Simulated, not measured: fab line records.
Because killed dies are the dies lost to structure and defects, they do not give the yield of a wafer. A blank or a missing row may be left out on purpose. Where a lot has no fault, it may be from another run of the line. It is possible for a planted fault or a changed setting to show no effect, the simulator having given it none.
What tool caused it? | flow n5-finfet | 24 lots with 72 wafers sampled at 6 steps, on a route of 1938 steps

WHAT EACH GAUGE READ, for each wafer
The record holds no reading of a measuring or inspecting step that can be judged against a usual standard deviation.

WHAT TOOL EACH LOT RAN ON (gives the tool, then ch and the chambers of the sampled wafers, and finally the start)
lot  | N5_BEOL_M3_SPUTTER_48        | N5_BEOL_M3_SPUTTER_81        | N5_BEOL_M3_ANNEAL_51             | N5_BEOL_M4_ILD_DEP_00           | N5_BEOL_M4_SURFACE_TREAT_85  | N5_BEOL_M4_SPUTTER_86
L074 | pvd-sputter-01, day 7 22:23  | pvd-sputter-01, day 7 22:49  | rtp-anneal-01 ch 0, day 8 00:32  | pecvd-02 ch 0,1,2, day 8 01:31  | pvd-sputter-02, day 8 09:46  | pvd-sputter-02, day 8 10:41
L075 | pvd-sputter-03, day 7 23:16  | pvd-sputter-03, day 7 23:42  | rtp-anneal-01 ch 0, day 8 01:13  | pecvd-02 ch 1,2, day 8 02:08    | pvd-sputter-02, day 8 15:25  | pvd-sputter-02, day 8 16:18
L076 | pvd-sputter-03, day 8 01:19  | pvd-sputter-03, day 8 01:46  | rtp-anneal-02 ch 0, day 8 03:17  | pecvd-02 ch 0,1,2, day 8 04:11  | pvd-sputter-01, day 8 17:07  | pvd-sputter-02, day 8 18:11
L077 | pvd-sputter-03, day 8 11:37  | pvd-sputter-03, day 8 12:03  | rtp-anneal-01 ch 0, day 8 13:37  | pecvd-01 ch 0,1,2, day 8 14:29  | pvd-sputter-03, day 9 14:50  | pvd-sputter-01, day 9 16:02
L078 | pvd-sputter-02, day 8 11:52  | pvd-sputter-02, day 8 12:18  | rtp-anneal-02 ch 0, day 8 13:52  | pecvd-02 ch 0,2, day 8 14:44    | pvd-sputter-03, day 9 17:31  | pvd-sputter-03, day 9 18:29
L079 | pvd-sputter-03, day 8 14:31  | pvd-sputter-03, day 8 14:57  | rtp-anneal-02 ch 0, day 8 16:33  | pecvd-01 ch 0,1,2, day 8 17:23  | pvd-sputter-01, day 9 13:08  | pvd-sputter-01, day 9 14:11
L080 | pvd-sputter-03, day 9 10:55  | pvd-sputter-03, day 9 11:21  | rtp-anneal-02 ch 0, day 9 12:52  | pecvd-01 ch 0,1, day 9 13:47    | pvd-sputter-03, day 10 11:17 | pvd-sputter-02, day 10 12:26
L081 | pvd-sputter-02, day 9 14:25  | pvd-sputter-02, day 9 14:52  | rtp-anneal-01 ch 0, day 9 16:22  | pecvd-02 ch 0,1, day 9 17:17    | pvd-sputter-01, day 10 19:02 | pvd-sputter-01, day 10 21:43
L082 | pvd-sputter-02, day 10 00:16 | pvd-sputter-02, day 10 00:43 | rtp-anneal-01 ch 0, day 10 02:14 | pecvd-01 ch 0,2, day 10 03:08   | pvd-sputter-02, day 10 18:53 | pvd-sputter-02, day 10 20:02
L084 | pvd-sputter-03, day 10 11:20 | pvd-sputter-03, day 10 11:46 | rtp-anneal-01 ch 0, day 10 13:17 | pecvd-01 ch 0,1,2, day 10 14:13 | pvd-sputter-03, day 11 02:54 | pvd-sputter-02, day 11 05:27
L085 | pvd-sputter-01, day 10 14:05 | pvd-sputter-01, day 10 14:31 | rtp-anneal-02 ch 0, day 10 16:02 | pecvd-04 ch 0,1, day 10 16:58   | pvd-sputter-01, day 11 23:08 | pvd-sputter-03, day 12 00:05
L086 | pvd-sputter-03, day 10 14:53 | pvd-sputter-03, day 10 15:19 | rtp-anneal-01 ch 0, day 10 16:50 | pecvd-04 ch 1,2, day 10 17:46   | pvd-sputter-03, day 11 05:55 | pvd-sputter-01, day 11 06:55
L083 | pvd-sputter-01, day 10 15:55 | pvd-sputter-01, day 10 16:22 | rtp-anneal-02 ch 0, day 10 17:53 | pecvd-01 ch 0,1, day 10 18:48   | pvd-sputter-02, day 11 23:59 | pvd-sputter-01, day 12 00:52
L088 | pvd-sputter-03, day 11 03:04 | pvd-sputter-03, day 11 03:30 | rtp-anneal-02 ch 0, day 11 05:01 | pecvd-04 ch 0,1,2, day 11 05:56 | pvd-sputter-01, day 12 04:37 | pvd-sputter-03, day 12 05:42
L087 | pvd-sputter-03, day 11 06:02 | pvd-sputter-03, day 11 06:29 | rtp-anneal-01 ch 0, day 11 07:59 | pecvd-04 ch 0,1,2, day 11 08:55 | pvd-sputter-01, day 12 07:37 | pvd-sputter-01, day 12 08:36
L090 | pvd-sputter-01, day 11 16:29 | pvd-sputter-01, day 11 16:56 | rtp-anneal-01 ch 0, day 11 18:26 | pecvd-01 ch 1,2, day 11 19:31   | pvd-sputter-01, day 12 07:54 | pvd-sputter-01, day 12 10:26
L089 | pvd-sputter-02, day 11 19:37 | pvd-sputter-02, day 11 20:03 | rtp-anneal-02 ch 0, day 11 21:34 | pecvd-02 ch 1,2, day 11 22:29   | pvd-sputter-02, day 12 10:59 | pvd-sputter-03, day 12 11:54
L091 | pvd-sputter-02, day 12 07:41 | pvd-sputter-02, day 12 08:08 | rtp-anneal-02 ch 0, day 12 09:44 | pecvd-02 ch 0,1,2, day 12 10:38 | pvd-sputter-03, day 13 11:13 | pvd-sputter-02, day 13 12:11
L092 | pvd-sputter-02, day 12 11:31 | pvd-sputter-02, day 12 11:57 | rtp-anneal-01 ch 0, day 12 13:28 | pecvd-04 ch 0,1, day 12 14:23   | pvd-sputter-02, day 13 09:31 | pvd-sputter-03, day 13 11:55
L093 | pvd-sputter-01, day 12 23:06 | pvd-sputter-01, day 12 23:32 | rtp-anneal-01 ch 0, day 13 01:08 | pecvd-02 ch 0,2, day 13 05:14   | pvd-sputter-02, day 13 14:02 | pvd-sputter-03, day 13 14:59
L094 | pvd-sputter-01, day 13 00:56 | pvd-sputter-01, day 13 01:23 | rtp-anneal-02 ch 0, day 13 02:57 | pecvd-02 ch 0,1, day 13 05:28   | pvd-sputter-01, day 13 14:11 | pvd-sputter-02, day 13 15:09
L095 | pvd-sputter-02, day 13 06:14 | pvd-sputter-02, day 13 06:41 | rtp-anneal-02 ch 0, day 13 08:29 | pecvd-02 ch 0,1,2, day 13 09:21 | pvd-sputter-02, day 13 22:17 | pvd-sputter-02, day 13 23:14
L096 | pvd-sputter-01, day 13 06:46 | pvd-sputter-01, day 13 07:13 | rtp-anneal-02 ch 0, day 13 08:44 | pecvd-04 ch 0,1,2, day 13 09:45 | pvd-sputter-01, day 14 14:28 | pvd-sputter-01, day 14 15:21
L097 | pvd-sputter-02, day 13 19:10 | pvd-sputter-02, day 13 19:36 | rtp-anneal-02 ch 0, day 13 21:15 | pecvd-04 ch 0,1, day 13 22:07   | pvd-sputter-02, day 14 18:11 | pvd-sputter-01, day 14 19:07
- N5_BEOL_M3_SPUTTER_48: material Cu, target thk 4.5 nm, time 8.29 s.
- N5_BEOL_M3_SPUTTER_81: material Cu, target thk 4.5 nm, time 8.29 s.
- N5_BEOL_M3_ANNEAL_51: time 90 s.
- N5_BEOL_M4_ILD_DEP_00: deposits SiOC from DEMS/O2, target thk 79 nm, time 15.3 s.
- N5_BEOL_M4_SURFACE_TREAT_85
- N5_BEOL_M4_SPUTTER_86: material Cu, target thk 4.5 nm, time 8.29 s.

WHAT THE TOOLS THEMSELVES READ (means of the sampled wafers that have a number; where no wafer has one, the mark that the record gives instead)
N5_BEOL_M3_SPUTTER_48. Usual: throttle-valve-pct at 30.1 %, with a standard deviation of 1.1.
lot  | tool           | throttle-valve-pct (%) | flag
L074 | pvd-sputter-01 | 29.5                   |
L075 | pvd-sputter-03 | 30.7                   |
L076 | pvd-sputter-03 | 30.7                   |
L077 | pvd-sputter-03 | 30.7                   |
L078 | pvd-sputter-02 | 30.1                   |
L079 | pvd-sputter-03 | 30.4                   |
L080 | pvd-sputter-03 | 30.6                   |
L081 | pvd-sputter-02 | 31.5                   |
L082 | pvd-sputter-02 | 29.9                   |
L084 | pvd-sputter-03 | 30.7                   |
L085 | pvd-sputter-01 | 29.7                   |
L086 | pvd-sputter-03 | 30.5                   |
L083 | pvd-sputter-01 | 29.6                   |
L088 | pvd-sputter-03 | 30.6                   |
L087 | pvd-sputter-03 | 30.9                   |
L090 | pvd-sputter-01 | 30.0                   |
L089 | pvd-sputter-02 | 31.6                   |
L091 | pvd-sputter-02 | 29.9                   |
L092 | pvd-sputter-02 | 29.9                   |
L093 | pvd-sputter-01 | 28.9                   |
L094 | pvd-sputter-01 | 29.1                   |
L095 | pvd-sputter-02 | 30.0                   |
L096 | pvd-sputter-01 | 29.5                   |
L097 | pvd-sputter-02 | 29.9                   |

N5_BEOL_M3_SPUTTER_81. Usual: throttle-valve-pct at 30.1 %, with a standard deviation of 1.1.
lot  | tool           | throttle-valve-pct (%) | flag
L074 | pvd-sputter-01 | 29.5                   |
L075 | pvd-sputter-03 | 30.7                   |
L076 | pvd-sputter-03 | 30.7                   |
L077 | pvd-sputter-03 | 30.8                   |
L078 | pvd-sputter-02 | 29.9                   |
L079 | pvd-sputter-03 | 30.3                   |
L080 | pvd-sputter-03 | 30.7                   |
L081 | pvd-sputter-02 | 31.6                   |
L082 | pvd-sputter-02 | 29.9                   |
L084 | pvd-sputter-03 | 30.5                   |
L085 | pvd-sputter-01 | 29.8                   |
L086 | pvd-sputter-03 | 30.4                   |
L083 | pvd-sputter-01 | 29.6                   |
L088 | pvd-sputter-03 | 30.6                   |
L087 | pvd-sputter-03 | 30.8                   |
L090 | pvd-sputter-01 | 29.9                   |
L089 | pvd-sputter-02 | 31.6                   |
L091 | pvd-sputter-02 | 29.9                   |
L092 | pvd-sputter-02 | 29.8                   |
L093 | pvd-sputter-01 | 29.1                   |
L094 | pvd-sputter-01 | 29.2                   |
L095 | pvd-sputter-02 | 30.1                   |
L096 | pvd-sputter-01 | 29.5                   |
L097 | pvd-sputter-02 | 29.9                   |

N5_BEOL_M3_ANNEAL_51. Usual: wafer_temp_C_max at 226.3, with a standard deviation of 0.39.
lot  | tool          | wafer_temp_C_max | flag
L074 | rtp-anneal-01 | 226.1            |
L075 | rtp-anneal-01 | 226.0            |
L076 | rtp-anneal-02 | 226.5            |
L077 | rtp-anneal-01 | 226.2            |
L078 | rtp-anneal-02 | 226.7            |
L079 | rtp-anneal-02 | 226.5            |
L080 | rtp-anneal-02 | 226.6            |
L081 | rtp-anneal-01 | 225.6            |
L082 | rtp-anneal-01 | 226.3            |
L084 | rtp-anneal-01 | 226.0            |
L085 | rtp-anneal-02 | 226.3            |
L086 | rtp-anneal-01 | 225.9            |
L083 | rtp-anneal-02 | 226.8            |
L088 | rtp-anneal-02 | 226.3            |
L087 | rtp-anneal-01 | 226.3            |
L090 | rtp-anneal-01 | 226.0            |
L089 | rtp-anneal-02 | 226.5            |
L091 | rtp-anneal-02 | 226.6            |
L092 | rtp-anneal-01 | 226.1            |
L093 | rtp-anneal-01 | 225.9            |
L094 | rtp-anneal-02 | 226.8            |
L095 | rtp-anneal-02 | 226.5            |
L096 | rtp-anneal-02 | 226.7            |
L097 | rtp-anneal-02 | 226.6            |

N5_BEOL_M4_ILD_DEP_00. Usual: heater-power-w 446 W, standard deviation 63; rf-fwd-power-W 493.6 W, standard deviation 2; showerhead-plenum-p-Torr 5.696 Torr, standard deviation 0.016; throttle-valve-pct 12.2 %, standard deviation 0.79.
lot  | tool     | heater-power-w (W) | rf-fwd-power-W (W) | showerhead-plenum-p-Torr (Torr) | throttle-valve-pct (%) | flag
L074 | pecvd-02 | 462                | 494.9              | 5.695                           | 12.5                   |
L075 | pecvd-02 | 522                | 494.1              | 5.720                           | 12.6                   |
L076 | pecvd-02 | 463                | 493.3              | 5.703                           | 12.4                   |
L077 | pecvd-01 | 396                | 492.0              | 5.688                           | 12.3                   |
L078 | pecvd-02 | 434                | 491.4              | 5.694                           | 11.8                   |
L079 | pecvd-01 | 394                | 494.7              | 5.684                           | 12.3                   |
L080 | pecvd-01 | 367                | 492.2              | 5.696                           | 12.0                   |
L081 | pecvd-02 | 451                | 496.4              | 5.683                           | 12.8                   |
L082 | pecvd-01 | 361                | 493.9              | 5.693                           | 12.1                   |
L084 | pecvd-01 | 411                | 494.0              | 5.697                           | 12.3                   |
L085 | pecvd-04 | 480                | 494.4              | 5.706                           | 11.9                   |
L086 | pecvd-04 | 411                | 494.1              | 5.710                           | 12.4                   |
L083 | pecvd-01 | 418                | 492.6              | 5.686                           | 12.0                   |
L088 | pecvd-04 | 453                | 494.1              | 5.708                           | 11.9                   |
L087 | pecvd-04 | 455                | 494.7              | 5.696                           | 12.1                   |
L090 | pecvd-01 | 368                | 493.3              | 5.697                           | 12.7                   |
L089 | pecvd-02 | 517                | 491.6              | 5.702                           | 11.8                   |
L091 | pecvd-02 | 487                | 492.7              | 5.695                           | 12.1                   |
L092 | pecvd-04 | 485                | 494.8              | 5.709                           | 12.2                   |
L093 | pecvd-02 | 463                | 490.8              | 5.691                           | 11.4                   |
L094 | pecvd-02 | 446                | 492.9              | 5.679                           | 12.3                   |
L095 | pecvd-02 | 499                | 493.5              | 5.691                           | 12.0                   |
L096 | pecvd-04 | 470                | 492.6              | 5.703                           | 11.9                   |
L097 | pecvd-04 | 498                | 494.0              | 5.698                           | 11.9                   |

N5_BEOL_M4_SPUTTER_86. Usual: throttle-valve-pct at 30.0 %, with a standard deviation of 1.1.
lot  | tool           | throttle-valve-pct (%) | flag
L074 | pvd-sputter-02 | 30.8                   |
L075 | pvd-sputter-02 | 29.8                   |
L076 | pvd-sputter-02 | 30.1                   |
L077 | pvd-sputter-01 | 30.0                   |
L078 | pvd-sputter-03 | 30.3                   |
L079 | pvd-sputter-01 | 29.1                   |
L080 | pvd-sputter-02 | 30.8                   |
L081 | pvd-sputter-01 | 30.1                   |
L082 | pvd-sputter-02 | 30.9                   |
L084 | pvd-sputter-02 | 30.7                   |
L085 | pvd-sputter-03 | 30.4                   |
L086 | pvd-sputter-01 | 30.5                   |
L083 | pvd-sputter-01 | 29.5                   |
L088 | pvd-sputter-03 | 30.7                   |
L087 | pvd-sputter-01 | 30.2                   |
L090 | pvd-sputter-01 | 29.2                   |
L089 | pvd-sputter-03 | 30.6                   |
L091 | pvd-sputter-02 | 30.0                   |
L092 | pvd-sputter-03 | 30.4                   |
L093 | pvd-sputter-03 | 30.5                   |
L094 | pvd-sputter-02 | 30.7                   |
L095 | pvd-sputter-02 | 29.9                   |
L096 | pvd-sputter-01 | 30.1                   |
L097 | pvd-sputter-01 | 29.6                   |

THE ANSWER, worked out from the rows above alone
Rule: a lot is off if the mean of its wafers that have a number lies more than 3 standard deviations from the usual mean. Also off: a lot with no number at a reading for which 4 or more lots have one. Where the step has rows for the other lots, those lots are counted as sound. After the gauges, taken in route order, come the tools' own readings; for these a lot's mean is taken, as printed above. The first step at which some lot is off is used, and at that step the reading that is off furthest; a lot without a number counts as furthest.
No lot is off on any of the readings shown, so nothing can be concluded from this.

WHAT WAS PUT IN BY THE SIMULATOR
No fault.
